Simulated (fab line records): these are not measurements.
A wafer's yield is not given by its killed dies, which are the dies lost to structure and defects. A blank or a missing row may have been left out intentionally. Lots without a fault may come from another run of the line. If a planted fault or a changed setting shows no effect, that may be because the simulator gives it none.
Matching of chambers | flow nand_harc | rie_diel-13 running NHARC_P_BONDPAD_ETCH_12: 4 sister chambers
The step etches the open film in CHF3/O2, target depth 200 nm, time 100 s. 7 wafers are shown with their chamber, then 7 later ones without.

== EACH WAFER AND ITS CHAMBER ==
wafer  | chamber | drypump_motor_current_A (A) | rf_vpp_V (V)
L628.3 | 3       | 5.41                        | 368.3
L631.1 | 0       | 5.87                        | 367.6
L633.1 | 2       | 6.12                        | 369.1
L633.3 | 1       | 5.65                        | 372.0
L633.5 | 2       | 6.14                        | 369.9
L645.1 | 1       | 5.66                        | 372.9
L645.5 | 3       | 5.41                        | 368.5

== WAFERS WITHOUT THEIR CHAMBER ==
wafer  | drypump_motor_current_A (A) | rf_vpp_V (V)
L645.6 | 5.86                        | 368.5
L646.1 | 5.40                        | 369.4
L646.5 | 5.65                        | 372.6
L646.6 | 6.13                        | 370.3
L647.1 | 5.66                        | 373.2
L647.2 | 5.42                        | 369.9
L647.5 | 6.12                        | 369.9

== WHICH CHAMBER EACH WENT THROUGH ==
wafer  | from the rows above | in truth
L645.6 | 0                   | 0
L646.1 | 3                   | 3
L646.5 | 1                   | 1
L646.6 | 2                   | 2
L647.1 | 1                   | 1
L647.2 | 3                   | 3
L647.5 | 2                   | 2
Correctly placed: 7 of 7. From these rows, 0 cannot be placed. Number placed wrongly: 0.
How it was worked out, from the rows above alone: a wafer's distance from a chamber is the root of the sum, over the readings, of the square of ((its reading less the chamber's mean) divided by the reading's scatter). If the next closest chamber is less than 2 further off than the closest, the wafer can't be placed; otherwise it belongs to the closest. Each chamber's mean is taken over the wafers shown for it. The scatter is the square root of a quotient: the sum, over the shown wafers, of each reading's squared deviation from its chamber's mean, divided by wafers minus chambers.
